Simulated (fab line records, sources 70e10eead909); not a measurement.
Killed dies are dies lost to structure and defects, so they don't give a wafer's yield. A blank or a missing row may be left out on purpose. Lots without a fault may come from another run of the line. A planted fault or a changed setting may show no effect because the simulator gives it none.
fab line records | flow nand_harc
record lots=22 wafers=66 last_day=24
route steps=1159 shown A_CHANNEL_HOLE_D1@475 A_CHANNEL_FILL_D1@501
lots that met no fault: from a run of the same line without faults
start_h: hours from the record's first day to the start of the lot's first wafer shown | wait_h: hours since the lot's step before | " the same as in the row above | L1.1+2: a row that stands for several wafers | - no value, or no start given | * or withheld: withheld | < > ~ a bound
route shown NAME@n: a module of which the file shows steps, and the number in the route of the first | usual: mean/standard deviation of fault-free wafers | same: alike in all rows | chamber/n: place in a boat | sites: the reading at each site | _std_site: their standard deviation | _edge_site: outer sites' mean less inner sites' | radius_mm: how far each site lies from the wafer's centre | mask NAME#n: copy n | behind: the tool/chamber that last shaped the wafer | hold: why the lot was held/for how many hours/how that ended | device: the transistor (n, p or np) that didn't switch | end of line: the same wafers' tests at the end of the route | a step without rows: its recipe alone | killed: dies lost to structure and defects at the first sort, not the wafer's yield | map: a wafer's dies, x killed, . not, _ none there
set.NAME: the setting as run; set.NAME@STEP: as run at that earlier step | model.NAME: the simulator's own value behind a step, which no gauge read
steps of the route over a sample of lots; a table a step, a row a wafer
services: from which hour (start_h, from the record's first day; less than 0 if before it) a tool's chamber was out of use, for how many hours, and why
## steps
# step NHARC_A_CHANNEL_HOLE_D1_ETCH_23
# recipe bias_v=5000 source_w=withheld pressure_mtorr=20 time_s=819 ar_flow_sccm=375 c4f8_flow_sccm=89.3 o2_flow_sccm=35.7 temp_c=-20 target_depth_a=16000 chemistry=C4F8/O2/Ar
# usual drypump_motor_current_A=5.9/0.57 showerhead_plenum_p_Torr=3.77/0.086 throttle_valve_pct=32.154/0.0085
# columns lot.wafer tool chamber start_h wait_h drypump_motor_current_A rf_hours_counter_h showerhead_plenum_p_Torr throttle_valve_pct
L074.1 har_etch-01 1 189.45 0.5 4.9 196 3.82 32.157
L074.3 " 1 " " 4.9 - 3.82 32.164
L074.4 " 0 " " 6.3 - 3.82 32.159
L075.1 har_etch-02 0 191.13 0.5 6.4 107 3.87 32.160
L075.3 " 1 " " 5.7 - 3.65 32.157
L075.6 " 1 " " 5.7 - 3.65 32.149
L076.2 har_etch-01 1 193.73 0.5 5.0 200 3.82 32.149
L076.5 " 0 " " 6.3 - 3.82 32.160
L076.6 " 1 " " 4.9 - 3.82 32.156
L077.2 har_etch-02 0 195.29 0.5 6.3 111 3.87 32.147
L077.4 " 0 " " 6.3 - 3.87 32.147
L077.3 " 1 " " 5.8 - 3.65 32.155
L078.3 har_etch-01 1 198.02 0.5 4.9 - 3.82 32.162
L078.4 " 0 " " 6.3 - 3.82 32.159
L078.6 " 0 " " 6.3 - 3.82 32.153
L079.4 har_etch-02 0 204.21 0.5 6.3 - 3.87 32.151
L079.3 " 1 " " 5.7 - 3.65 32.148
L079.5 " 1 " " 5.7 - 3.65 32.148
L080.2 har_etch-02 1 212.58 0.5 5.7 122 3.65 32.153
L080.5 " 0 " " 6.3 - 3.86 32.149
L080.6 " 1 " " 5.7 - 3.65 32.149
L081.2 har_etch-01 0 220.36 0.5 6.3 212 3.81 32.166
L081.3 " 1 " " 4.9 - 3.81 32.155
L081.4 " 0 " " 6.3 - 3.81 32.151
L083.2 har_etch-02 1 232.05 0.5 5.8 126 3.64 32.151
L083.4 " 1 " " 5.7 - 3.64 32.166
L083.6 " 0 " " 6.3 - 3.86 32.161
L082.1 har_etch-01 1 232.28 0.5 4.9 216 3.81 32.160
L082.4 " 0 " " 6.3 - 3.81 32.161
L082.6 " 0 " " 6.3 - 3.81 32.148
L087.1 har_etch-01 0 258.93 0.5 6.3 223 3.81 32.150
L087.3 " 1 " " 4.9 - 3.81 32.171
L087.5 " 1 " " 4.9 - 3.81 32.148
L086.1 har_etch-01 1 263.20 0.5 5.0 227 3.80 32.160
L086.4 " 0 " " 6.3 - 3.81 32.162
L086.3 " 1 " " 4.9 - 3.80 32.149
L085.3 har_etch-02 1 264.39 0.5 5.8 - 3.64 32.159
L085.6 " 0 " " 6.4 - 3.85 32.162
L085.5 " 1 " " 5.8 - 3.64 32.153
L089.1 har_etch-01 1 272.35 0.5 4.9 234 3.80 32.168
L089.4 " 1 " " 4.9 - 3.80 32.172
L089.5 " 1 " " 5.0 - 3.80 32.156
L090.1 har_etch-02 1 273.27 0.5 5.8 147 3.63 32.137
L090.4 " 0 " " 6.4 - 3.85 32.148
L090.5 " 0 " " 6.3 - 3.85 32.147
L088.1 har_etch-01 0 277.69 0.5 6.3 238 3.80 32.158
L088.2 " 1 " " 5.0 238 3.80 32.161
L088.3 " 0 " " 6.3 - 3.80 32.140
L091.1 har_etch-02 0 278.20 0.5 6.3 151 3.85 32.161
L091.3 " 0 " " 6.4 - 3.85 32.153
L091.6 " 1 " " 5.7 - 3.63 32.150
L093.1 har_etch-02 0 290.89 0.5 6.4 154 3.85 32.160
L093.3 " 1 " " 5.7 - 3.63 32.169
L093.6 " 0 " " 6.4 - 3.85 32.161
L092.1 har_etch-01 0 291.08 0.5 6.3 243 3.80 32.162
L092.3 " 1 " " 4.9 - 3.80 32.160
L092.6 " 0 " " 6.3 - 3.80 32.162
L094.1 har_etch-02 0 294.93 0.5 6.3 158 3.84 32.141
L094.2 " 1 " " 5.7 158 3.63 32.147
L094.4 " 0 " " 6.3 - 3.84 32.151
L095.1 har_etch-01 1 303.39 0.5 4.9 249 3.79 32.158
L095.4 " 1 " " 4.9 - 3.79 32.144
L095.5 " 0 " " 6.3 - 3.79 32.143
L097.2 har_etch-02 0 310.02 0.5 6.3 167 3.84 32.164
L097.3 " 1 " " 5.8 - 3.62 32.146
L097.6 " 1 " " 5.7 - 3.62 32.171
# step NHARC_A_CHANNEL_HOLE_D1_ETCH_26
# recipe bias_v=300 source_w=2000 pressure_mtorr=30 time_s=224.1 ar_flow_sccm=375 c4f8_flow_sccm=11.4 o2_flow_sccm=113.6 temp_c=-20 target_depth_a=3000 chemistry=C4F8/O2/Ar
# usual drypump_motor_current_A=5.8/0.57 showerhead_plenum_p_Torr=3.82/0.091 throttle_valve_pct=24.584/0.0093
# columns lot.wafer tool chamber start_h wait_h drypump_motor_current_A rf_hours_counter_h showerhead_plenum_p_Torr throttle_valve_pct
L074.1 har_etch-01 1 191.79 0.7 4.9 198 3.87 24.584
L074.3 " 1 " " 4.9 - 3.87 24.585
L074.4 " 0 " " 6.3 - 3.87 24.582
L075.1 har_etch-02 0 193.46 0.7 6.3 109 3.93 24.580
L075.3 " 1 " " 5.7 - 3.70 24.601
L075.6 " 1 " " 5.8 - 3.70 24.596
L076.2 har_etch-01 1 196.01 0.6 4.9 202 3.87 24.588
L076.5 " 0 " " 6.3 - 3.87 24.583
L076.6 " 1 " " 4.9 - 3.87 24.590
L077.2 har_etch-02 0 197.65 0.7 6.3 113 3.92 24.590
L077.4 " 0 " " 6.3 - 3.92 24.588
L077.3 " 1 " " 5.7 - 3.69 24.605
L078.3 har_etch-01 1 200.20 0.5 4.9 - 3.87 24.575
L078.4 " 0 " " 6.3 - 3.87 24.578
L078.6 " 0 " " 6.3 - 3.87 24.584
L079.4 har_etch-02 0 206.41 0.5 6.3 - 3.92 24.594
L079.3 " 1 " " 5.7 - 3.69 24.568
L079.5 " 1 " " 5.8 - 3.69 24.566
L080.2 har_etch-02 1 214.82 0.6 5.7 124 3.69 24.579
L080.5 " 0 " " 6.3 - 3.92 24.580
L080.6 " 1 " " 5.7 - 3.69 24.559
L081.2 har_etch-01 0 222.61 0.6 6.3 214 3.86 24.588
L081.3 " 1 " " 4.9 - 3.86 24.589
L081.4 " 0 " " 6.3 - 3.86 24.588
L083.2 har_etch-02 1 234.40 0.7 5.7 128 3.69 24.593
L083.4 " 1 " " 5.7 - 3.69 24.601
L083.6 " 0 " " 6.3 - 3.91 24.586
L082.1 har_etch-01 1 234.63 0.7 5.0 218 3.86 24.571
L082.4 " 0 " " 6.3 - 3.86 24.583
L082.6 " 0 " " 6.3 - 3.86 24.569
L087.1 har_etch-01 0 261.26 0.7 6.3 225 3.86 24.594
L087.3 " 1 " " 4.9 - 3.86 24.585
L087.5 " 1 " " 4.9 - 3.86 24.581
L086.1 har_etch-01 1 265.45 0.6 4.9 229 3.86 24.567
L086.4 " 0 " " 6.3 - 3.86 24.604
L086.3 " 1 " " 4.9 - 3.86 24.583
L085.3 har_etch-02 1 266.48 0.4 5.8 - 3.68 24.574
L085.6 " 0 " " 6.3 - 3.91 24.582
L085.5 " 1 " " 5.7 - 3.68 24.579
L089.1 har_etch-01 1 274.63 0.6 4.9 236 3.85 24.590
L089.4 " 1 " " 4.9 - 3.85 24.574
L089.5 " 1 " " 4.9 - 3.85 24.586
L090.1 har_etch-02 1 275.54 0.6 5.8 149 3.67 24.576
L090.4 " 0 " " 6.3 - 3.90 24.580
L090.5 " 0 " " 6.3 - 3.90 24.572
L088.1 har_etch-01 0 280.04 0.7 6.3 240 3.85 24.582
L088.2 " 1 " " 4.9 240 3.85 24.590
L088.3 " 0 " " 6.3 - 3.85 24.583
L091.1 har_etch-02 0 280.55 0.7 6.3 153 3.90 24.598
L091.3 " 0 " " 6.3 - 3.90 24.587
L091.6 " 1 " " 5.7 - 3.67 24.589
L093.1 har_etch-02 0 293.15 0.6 6.3 157 3.90 24.590
L093.3 " 1 " " 5.7 - 3.67 24.582
L093.6 " 0 " " 6.3 - 3.90 24.583
L092.1 har_etch-01 0 293.44 0.7 6.3 245 3.85 24.600
L092.3 " 1 " " 4.9 - 3.85 24.581
L092.6 " 0 " " 6.3 - 3.85 24.581
L094.1 har_etch-02 0 297.30 0.7 6.4 161 3.90 24.580
L094.2 " 1 " " 5.7 161 3.67 24.570
L094.4 " 0 " " 6.3 - 3.90 24.589
L095.1 har_etch-01 1 305.65 0.6 4.9 251 3.84 24.593
L095.4 " 1 " " 4.9 - 3.84 24.596
L095.5 " 0 " " 6.3 - 3.84 24.571
L097.2 har_etch-02 0 312.25 0.6 6.3 169 3.89 24.594
L097.3 " 1 " " 5.8 - 3.66 24.594
L097.6 " 1 " " 5.8 - 3.66 24.572
# step NHARC_A_CHANNEL_HOLE_D1_ETCH_44
# recipe target_depth_a=1400 overetch_a=140 time_s=77 ion_energy_ev=100 cf4_flow_sccm=80 o2_flow_sccm=20 ar_flow_sccm=0 rf_w=300 bias_w=100 chemistry=CF4/O2
# usual drypump_motor_current_A=5.8/0.39 oes_ar_750_au=0.999/0.0048 oes_product_au=1.001/0.012 rf_vpp_V=197.7/1.1 showerhead_plenum_p_Torr=1.33/0.046 throttle_valve_pct=13.397/0.0086
# columns lot.wafer tool chamber start_h wait_h drypump_motor_current_A oes_ar_750_au oes_product_au rf_hours_counter_h rf_vpp_V showerhead_plenum_p_Torr throttle_valve_pct
L074.4 rie_diel-09 0 192.74 0.1 6.1 0.999 1.001 7 196.6 1.34 13.392
L074.3 " 1 " " 5.8 0.991 1.000 6 196.6 1.31 13.395
L074.1 " 3 " " 6.0 1.004 1.021 7 197.2 1.27 13.407
L075.3 rie_diel-09 1 194.40 0.1 5.8 1.007 1.001 7 197.3 1.31 13.386
L075.1 " 0 " " 6.1 1.004 1.000 7 198.8 1.34 13.411
L075.6 " 1 " " 5.8 1.002 0.997 - 199.0 1.31 13.387
L076.2 rie_diel-13 2 196.95 0.1 5.8 1.006 1.005 8 197.0 1.32 13.400
L076.6 " 2 " " 5.8 1.004 1.006 - 198.0 1.32 13.414
L076.5 " 0 " " 5.8 1.007 0.984 - 197.3 1.32 13.389
L077.4 rie_diel-09 0 198.59 0.1 6.1 0.994 0.993 7 197.8 1.34 13.392
L077.2 " 1 " " 5.8 1.004 1.008 7 195.9 1.31 13.395
L077.3 " 2 " " 6.3 1.005 1.013 7 196.6 1.26 13.404
L078.4 rie_diel-10 2 201.09 0.1 5.9 0.998 1.003 1 199.4 1.39 13.395
L078.3 " 3 " " 5.8 0.989 0.999 1 197.5 1.26 13.393
L078.6 " 3 " " 5.8 1.004 1.011 - 197.1 1.25 13.380
L079.3 rie_diel-09 1 207.28 0.1 5.8 0.995 0.999 8 196.9 1.31 13.388
L079.4 " 2 " " 6.3 1.004 1.009 8 198.7 1.26 13.382
L079.5 " 1 " " 5.8 1.011 1.002 - 197.7 1.31 13.402
L080.2 rie_diel-13 3 215.76 0.1 4.6 1.000 0.996 7 198.9 1.37 13.403
L080.6 " 0 " " 5.8 0.995 0.980 - 198.3 1.32 13.392
L080.5 " 1 " " 5.7 1.000 0.993 - 198.8 1.40 13.384
L081.3 rie_diel-13 0 223.53 0.1 5.8 1.003 0.988 9 198.2 1.32 13.405
L081.4 " 1 " " 5.7 0.996 0.996 10 198.9 1.40 13.406
L081.2 " 2 " " 5.8 0.999 1.000 9 196.7 1.32 13.402
L083.4 rie_diel-10 1 235.37 0.1 5.3 0.997 0.986 3 199.1 1.37 13.392
L083.2 " 2 " " 6.0 0.990 0.992 2 199.2 1.39 13.411
L083.6 " 3 " " 5.9 0.995 1.002 - 196.0 1.26 13.399
L082.1 rie_diel-13 2 235.58 0.1 5.8 1.000 1.005 10 198.1 1.32 13.384
L082.4 " 3 " " 4.6 1.008 0.996 8 197.8 1.37 13.401
L082.6 " 2 " " 5.8 1.000 1.005 - 197.7 1.32 13.383
L087.3 rie_diel-10 3 262.20 0.1 5.9 1.001 1.004 5 196.6 1.25 13.391
L087.1 " 0 " " 5.9 1.001 0.991 5 196.8 1.32 13.393
L087.5 " 0 " " 5.9 0.999 0.983 - 197.0 1.32 13.398
L086.1 rie_diel-09 0 266.37 0.0 6.1 1.005 1.015 0 198.7 1.34 13.390
L086.4 " 1 " " 5.8 0.995 0.995 0 197.6 1.31 13.392
L086.3 " 3 " " 6.0 0.998 1.011 0 196.5 1.27 13.393
L085.3 rie_diel-13 2 267.35 0.1 5.8 0.997 1.004 12 197.4 1.32 13.390
L085.6 " 3 " " 4.6 0.994 1.000 - 197.9 1.36 13.379
L085.5 " 0 " " 5.8 0.999 0.977 - 197.8 1.32 13.399
L089.4 rie_diel-13 0 275.55 0.1 5.8 0.993 0.978 13 196.9 1.32 13.394
L089.1 " 3 " " 4.6 0.990 0.998 11 197.9 1.36 13.397
L089.5 " 1 " " 5.7 0.989 1.012 - 199.0 1.40 13.398
L090.4 rie_diel-10 2 276.46 0.0 5.9 0.991 1.014 7 198.8 1.39 13.392
L090.1 " 3 " " 5.9 0.999 0.996 7 197.2 1.25 13.393
L090.5 " 3 " " 5.8 0.999 1.001 - 197.5 1.25 13.410
L088.1 rie_diel-09 3 280.98 0.0 6.0 1.002 1.014 2 196.1 1.27 13.412
L088.2 " 0 " " 6.0 0.999 1.013 2 198.7 1.34 13.399
L088.3 " 2 " " 6.3 0.995 1.017 1 195.0 1.26 13.384
L091.3 rie_diel-10 1 281.49 0.1 5.3 1.009 0.994 8 198.6 1.37 13.397
L091.1 " 3 " " 5.9 0.994 0.995 7 195.2 1.25 13.400
L091.6 " 2 " " 5.9 1.002 1.012 - 198.3 1.39 13.390
L093.3 rie_diel-13 0 294.07 0.1 5.7 0.993 1.017 0 198.1 1.32 13.414
L093.1 " 1 " " 5.7 1.004 1.011 1 200.6 1.40 13.396
L093.6 " 3 " " 4.7 1.009 0.996 - 197.2 1.37 13.405
L092.1 rie_diel-10 0 294.39 0.1 5.9 0.989 0.991 8 198.3 1.32 13.406
L092.3 " 1 " " 5.4 1.003 0.997 9 198.0 1.37 13.388
L092.6 " 0 " " 5.9 0.999 0.991 - 198.2 1.32 13.384
L094.2 rie_diel-09 1 298.27 0.1 5.8 0.996 1.007 3 196.5 1.31 13.395
L094.1 " 2 " " 6.3 1.007 1.009 3 197.0 1.26 13.408
L094.4 " 3 " " 5.9 1.000 1.001 3 197.1 1.27 13.408
L095.1 rie_diel-09 1 306.56 0.1 5.8 0.993 1.009 3 197.4 1.31 13.390
L095.4 " 2 " " 6.3 0.996 1.008 3 196.6 1.26 13.392
L095.5 " 2 " " 6.3 0.992 1.019 - 197.3 1.26 13.412
L097.3 rie_diel-13 2 313.18 0.1 5.8 0.994 1.006 3 196.6 1.32 13.397
L097.2 " 3 " " 4.7 0.991 0.981 3 197.6 1.36 13.418
L097.6 " 2 " " 5.8 0.994 1.010 - 197.1 1.32 13.392
# step NHARC_A_CHANNEL_HOLE_D1_STRIP_27
# recipe o2_flow_sccm=500 ar_flow_sccm=0 bias_w=0 chemistry=O2
# usual drypump_motor_current_A=5.8/0.39 oes_product_au=1.002/0.011 rf_vpp_V=57.7/0.84 showerhead_plenum_p_Torr=3.51/0.12 throttle_valve_pct=17.036/0.0094
# columns lot.wafer tool chamber start_h wait_h drypump_motor_current_A oes_product_au rf_hours_counter_h rf_vpp_V showerhead_plenum_p_Torr throttle_valve_pct
L074.3 rie_diel-09 0 - - 6.1 0.992 7 58.3 3.54 17.055
L074.1 " 1 " " 5.8 1.004 6 57.0 3.47 17.041
L074.4 " 3 " " 6.0 1.015 7 57.1 3.36 17.030
L075.1 rie_diel-09 2 - - 6.3 1.013 7 57.1 3.34 17.034
L075.3 " 3 " " 6.0 1.023 7 56.3 3.36 17.035
L075.6 " 2 " " 6.3 1.006 - 58.7 3.34 17.033
L076.2 rie_diel-13 2 - - 5.8 1.003 8 58.5 3.50 17.045
L076.6 " 0 " " 5.8 0.996 - 58.5 3.49 17.050
L076.5 " 1 " " 5.7 1.021 - 56.6 3.69 17.054
L077.4 rie_diel-09 2 - - 6.3 1.012 7 56.6 3.34 17.033
L077.3 " 0 " " 6.1 0.997 7 58.4 3.54 17.043
L077.2 " 1 " " 5.8 1.005 7 57.2 3.47 17.025
L078.3 rie_diel-10 1 - - 5.4 1.009 1 59.9 3.61 17.033
L078.4 " 3 " " 5.9 1.003 1 56.3 3.33 17.030
L078.6 " 2 " " 5.9 1.002 - 57.1 3.67 17.046
L079.4 rie_diel-09 2 - - 6.3 1.001 8 57.7 3.34 17.050
L079.3 " 0 " " 6.1 0.998 8 57.6 3.54 17.044
L079.5 " 2 " " 6.3 1.007 - 56.7 3.34 17.051
L080.2 rie_diel-13 3 - - 4.7 1.008 7 59.3 3.61 17.028
L080.6 " 0 " " 5.8 0.987 - 56.2 3.49 17.036
L080.5 " 1 " " 5.7 1.016 - 57.9 3.69 17.036
L081.3 rie_diel-13 2 - - 5.9 1.006 9 59.4 3.50 17.034
L081.2 " 0 " " 5.8 0.972 9 57.4 3.49 17.037
L081.4 " 1 " " 5.7 0.995 10 57.8 3.69 17.046
L083.4 rie_diel-10 3 - - 5.9 1.004 2 57.8 3.33 17.048
L083.2 " 1 " " 5.4 0.995 3 58.5 3.61 17.037
L083.6 " 0 " " 5.9 0.989 - 57.1 3.50 17.029
L082.1 rie_diel-13 2 - - 5.9 0.999 10 57.2 3.50 17.022
L082.4 " 1 " " 5.7 1.000 10 58.3 3.69 17.037
L082.6 " 3 " " 4.6 0.996 - 55.8 3.61 17.017
L087.1 rie_diel-10 2 - - 5.9 0.999 5 58.5 3.66 17.040
L087.3 " 0 " " 5.9 0.986 5 56.9 3.50 17.040
L087.5 " 3 " " 5.9 1.002 - 56.8 3.32 17.024
L086.4 rie_diel-09 0 - - 6.1 1.013 0 56.9 3.54 17.038
L086.3 " 2 " " 6.3 1.007 0 57.5 3.34 17.029
L086.1 " 3 " " 6.0 1.018 0 57.7 3.35 17.042
L085.3 rie_diel-13 3 - - 4.6 0.995 11 58.1 3.60 17.016
L085.6 " 0 " " 5.8 0.974 - 57.9 3.49 17.024
L085.5 " 1 " " 5.7 1.002 - 57.7 3.68 17.044
L089.4 rie_diel-13 1 - - 5.7 1.011 14 58.1 3.68 17.043
L089.1 " 2 " " 5.8 1.005 13 58.0 3.50 17.028
L089.5 " 0 " " 5.8 0.991 - 59.2 3.48 17.040
L090.1 rie_diel-10 2 - - 5.9 1.000 7 58.7 3.66 17.032
L090.4 " 3 " " 5.9 1.004 7 57.4 3.32 17.042
L090.5 " 2 " " 6.0 1.005 - 56.3 3.66 17.042
L088.3 rie_diel-09 2 - - 6.3 1.015 1 55.7 3.34 17.025
L088.2 " 0 " " 6.1 1.010 2 57.6 3.54 17.030
L088.1 " 1 " " 5.8 1.004 2 58.2 3.47 17.032
L091.1 rie_diel-10 3 - - 5.9 0.996 7 57.1 3.32 17.028
L091.3 " 0 " " 5.9 0.991 7 57.8 3.50 17.051
L091.6 " 2 " " 6.0 0.997 - 59.2 3.66 17.041
L093.1 rie_diel-13 1 - - 5.7 1.002 1 58.0 3.68 17.048
L093.3 " 3 " " 4.7 0.992 1 58.9 3.60 17.038
L093.6 " 2 " " 5.8 1.027 - 57.1 3.49 17.031
L092.1 rie_diel-10 1 - - 5.3 0.997 9 59.2 3.61 17.051
L092.3 " 3 " " 5.9 0.999 7 58.2 3.32 17.036
L092.6 " 1 " " 5.3 1.003 - 57.1 3.61 17.021
L094.1 rie_diel-09 0 - - 6.1 1.018 3 58.1 3.54 17.028
L094.4 " 1 " " 5.8 1.005 3 57.0 3.46 17.048
L094.2 " 2 " " 6.3 1.022 3 56.8 3.34 17.030
L095.1 rie_diel-09 3 - - 6.0 0.993 3 57.9 3.35 17.013
L095.4 " 1 " " 5.8 0.996 3 56.7 3.46 17.029
L095.5 " 3 " " 6.0 1.006 - 57.9 3.35 17.038
L097.2 rie_diel-13 1 - - 5.7 1.010 2 58.6 3.68 17.037
L097.3 " 2 " " 5.8 1.026 3 57.5 3.49 17.056
L097.6 " 2 " " 5.9 1.023 - 56.6 3.49 17.048
# step NHARC_A_CHANNEL_FILL_D1_STRIP_28
# recipe time_s=20 o2_flow_sccm=500 ar_flow_sccm=0 bias_w=0 chemistry=O2
# usual drypump_motor_current_A=5.72/0.25 oes_product_au=0.996/0.012 rf_vpp_V=57.8/0.87 showerhead_plenum_p_Torr=3.51/0.15 throttle_valve_pct=17.037/0.0093
# columns lot.wafer tool chamber start_h wait_h drypump_motor_current_A oes_product_au rf_hours_counter_h rf_vpp_V showerhead_plenum_p_Torr throttle_valve_pct
L074.4 rie_diel-07 3 221.22 0.1 5.76 0.998 3 57.5 3.43 17.045
L074.1 " 1 " " 5.74 0.971 4 56.4 3.58 17.037
L074.3 " 2 " " 5.49 0.994 4 57.6 3.46 17.026
L076.2 rie_diel-07 1 221.26 0.1 5.73 0.979 4 58.3 3.58 17.043
L076.5 " 0 " " 6.14 0.985 - 58.5 3.73 17.022
L076.6 " 1 " " 5.73 0.988 - 57.7 3.58 17.027
L075.3 rie_diel-12 3 221.38 0.1 5.96 1.015 2 59.0 3.65 17.034
L075.1 " 0 " " 6.11 1.013 1 56.5 3.30 17.027
L075.6 " 3 " " 5.99 1.006 - 58.9 3.65 17.038
L078.3 rie_diel-05 3 224.26 0.1 5.35 0.991 2 58.2 3.52 17.032
L078.6 " 2 " " 5.77 0.997 - 58.4 3.32 17.051
L078.4 " 3 " " 5.33 0.997 - 57.6 3.52 17.042
L077.3 rie_diel-07 0 224.27 0.1 6.12 0.989 4 58.4 3.73 17.038
L077.4 " 1 " " 5.73 0.982 4 57.8 3.58 17.032
L077.2 " 2 " " 5.53 1.007 4 57.4 3.46 17.061
L079.3 rie_diel-05 3 234.00 0.1 5.35 0.992 2 58.4 3.52 17.035
L079.4 " 0 " " 5.69 0.984 2 57.1 3.59 17.023
L079.5 " 1 " " 5.39 0.988 - 58.2 3.31 17.034
L080.2 rie_diel-05 3 241.39 0.1 5.38 0.998 3 56.6 3.52 17.027
L080.5 " 0 " " 5.73 0.963 - 57.8 3.59 17.041
L080.6 " 1 " " 5.41 0.987 - 55.5 3.31 17.039
L081.2 rie_diel-07 1 254.30 0.1 5.74 0.992 0 58.1 3.58 17.036
L081.3 " 2 " " 5.54 0.986 0 57.4 3.46 17.036
L081.4 " 3 " " 5.72 1.007 0 56.6 3.43 17.027
L083.2 rie_diel-05 2 264.41 0.1 5.77 1.007 4 58.6 3.32 17.020
L083.4 " 3 " " 5.39 0.997 4 57.5 3.52 17.041
L083.6 " 2 " " 5.76 1.003 - 57.4 3.32 17.031
L082.1 rie_diel-07 1 264.46 0.1 5.74 0.982 0 57.0 3.58 17.032
L082.4 " 2 " " 5.53 0.977 0 57.1 3.46 17.065
L082.6 " 1 " " 5.72 0.996 - 57.9 3.58 17.035
L087.1 rie_diel-05 2 288.92 0.1 5.75 1.003 5 58.4 3.32 17.043
L087.3 " 0 " " 5.70 0.974 5 58.0 3.58 17.062
L087.5 " 3 " " 5.37 0.991 - 56.1 3.52 17.031
L086.1 rie_diel-05 3 292.26 0.1 5.34 0.984 5 56.8 3.52 17.033
L086.3 " 0 " " 5.72 0.981 5 58.5 3.58 17.022
L086.4 " 2 " " 5.74 1.003 5 57.8 3.32 17.024
L085.3 rie_diel-07 0 292.26 0.1 6.10 0.989 1 58.9 3.73 17.029
L085.5 " 0 " " 6.12 0.995 - 58.3 3.73 17.040
L085.6 " 1 " " 5.73 1.002 - 58.5 3.57 17.031
L090.4 rie_diel-07 0 303.15 0.1 6.13 0.991 1 57.0 3.73 17.041
L090.1 " 2 " " 5.55 0.981 1 57.0 3.46 17.044
L090.5 " 0 " " 6.13 0.988 - 57.6 3.73 17.041
L089.4 rie_diel-05 2 303.15 0.1 5.76 1.002 5 57.8 3.32 17.032
L089.1 " 3 " " 5.33 1.010 5 57.3 3.51 17.037
L089.5 " 1 " " 5.42 0.987 - 58.7 3.31 17.047
L091.3 rie_diel-05 3 307.00 0.1 5.38 1.007 5 58.9 3.51 17.033
L091.1 " 2 " " 5.76 1.021 5 58.1 3.32 17.041
L091.6 " 3 " " 5.36 1.008 - 57.5 3.51 17.052
L088.2 rie_diel-12 0 307.01 0.1 6.11 1.008 19 57.3 3.29 17.035
L088.1 " 1 " " 5.40 1.016 18 55.6 3.40 17.035
L088.3 " 2 " " 5.95 1.005 16 57.4 3.76 17.045
L093.1 rie_diel-12 1 319.49 0.1 5.40 1.012 21 57.1 3.39 17.033
L093.3 " 2 " " 5.96 1.005 19 59.5 3.76 17.042
L093.6 " 0 " " 6.10 1.006 - 56.3 3.29 17.026
L092.3 rie_diel-07 0 319.51 0.1 6.12 0.987 2 58.4 3.73 17.043
L092.1 " 1 " " 5.73 1.006 2 58.6 3.57 17.052
L092.6 " 0 " " 6.12 0.999 - 57.8 3.73 17.047
L094.2 rie_diel-12 2 323.64 0.1 5.98 1.004 20 57.6 3.76 17.042
L094.4 " 0 " " 6.07 1.003 22 56.7 3.29 17.041
L094.1 " 1 " " 5.40 1.018 21 56.6 3.39 17.037
L095.1 rie_diel-05 1 332.04 0.1 5.43 0.985 5 56.6 3.31 17.028
L095.4 " 2 " " 5.73 1.007 6 56.7 3.32 17.055
L095.5 " 1 " " 5.42 0.999 - 56.1 3.31 17.030
L097.3 rie_diel-05 2 338.73 0.1 5.76 0.995 6 58.3 3.32 17.051
L097.2 " 3 " " 5.35 1.004 6 57.5 3.51 17.037
L097.6 " 2 " " 5.75 0.997 - 57.1 3.32 17.035
# step NHARC_A_CHANNEL_FILL_D1_INSPECT_13
# usual raw_defect_count=305/110
# columns lot.wafer tool chamber start_h wait_h raw_defect_count
L074.1 defect_inspect-01 - 244.77 0.2 263
L074.3 " - " " 275
L074.4 " - " " 300
L076.2 defect_inspect-02 - 244.78 0.1 334
L076.5 " - " " 332
L076.6 " - " " 334
L077.2 defect_inspect-02 - 248.63 0.1 250
L077.3 " - " " 296
L077.4 " - " " 179
L078.3 defect_inspect-01 - 248.63 0.1 221
L078.4 " - " " 386
L078.6 " - " " 339
L075.1 defect_inspect-02 - 252.10 0.2 238
L075.3 " - " " 400
L075.6 " - " " 237
L079.3 defect_inspect-01 - 258.02 0.1 158
L079.4 " - " " 216
L079.5 " - " " 280
L080.2 defect_inspect-01 - 265.00 0.1 180
L080.5 " - " " 281
L080.6 " - " " 284
L081.2 defect_inspect-01 - 278.34 0.1 376
L081.3 " - " " 197
L081.4 " - " " 307
L083.2 defect_inspect-02 - 288.54 0.1 352
L083.4 " - " " 328
L083.6 " - " " 284
L082.1 defect_inspect-01 - 288.54 0.2 423
L082.4 " - " " 489
L082.6 " - " " 256
L087.1 defect_inspect-01 - 312.48 0.2 280
L087.3 " - " " 213
L087.5 " - " " 144
L085.3 defect_inspect-01 - 316.30 0.1 321
L085.5 " - " " 162
L085.6 " - " " 223
L086.1 defect_inspect-02 - 316.47 0.2 553
L086.3 " - " " 594
L086.4 " - " " 482
L089.1 defect_inspect-01 - 327.00 0.2 225
L089.4 " - " " 307
L089.5 " - " " 249
L090.1 defect_inspect-02 - 327.05 0.2 161
L090.4 " - " " 309
L090.5 " - " " 206
L091.1 defect_inspect-01 - 330.84 0.2 185
L091.3 " - " " 146
L091.6 " - " " 261
L088.1 defect_inspect-02 - 330.84 0.2 303
L088.2 " - " " 317
L088.3 " - " " 254
L092.1 defect_inspect-01 - 343.61 0.2 212
L092.3 " - " " 435
L092.6 " - " " 290
L093.1 defect_inspect-02 - 343.62 0.2 747
L093.3 " - " " 461
L093.6 " - " " 373
L094.1 defect_inspect-02 - 347.53 0.2 218
L094.2 " - " " 185
L094.4 " - " " 158
L095.1 defect_inspect-02 - 356.19 0.2 268
L095.4 " - " " 208
L095.5 " - " " 347
L097.2 defect_inspect-01 - 362.33 0.1 393
L097.3 " - " " 396
L097.6 " - " " 273
## services
# columns tool chamber start_h hours kind
rie_diel-05 1 165.84 22.2 repair
rie_diel-07 3 170.15 20.9 repair
rie_diel-10 - 176.50 9.0 pm
rie_diel-05 - 193.21 0.1 repair
rie_diel-12 - 202.40 9.0 pm
rie_diel-05 1 217.38 12.8 repair
rie_diel-07 - 217.39 0.5 repair
rie_diel-05 0 221.54 1.6 repair
rie_diel-07 - 228.20 9.0 pm
har_etch-01 - 236.17 4.5 repair
rie_diel-05 3 243.16 6.4 repair
rie_diel-07 0 244.31 6.9 repair
rie_diel-09 - 254.10 9.0 pm
rie_diel-13 - 276.23 9.0 pm
har_etch-02 - 287.90 0.2 repair
rie_diel-12 - 291.04 4.6 repair
rie_diel-09 0 292.17 6.0 repair
har_etch-01 - 306.00 17.0 pm
har_etch-01 0 306.00 17.0 vent_cycle
har_etch-01 1 306.00 17.0 vent_cycle
har_etch-01 0 323.00 - clean
har_etch-01 0 323.00 - consumable_replace:focus_ring
har_etch-01 1 323.00 - clean
har_etch-01 1 323.00 - consumable_replace:focus_ring
## key
fault none
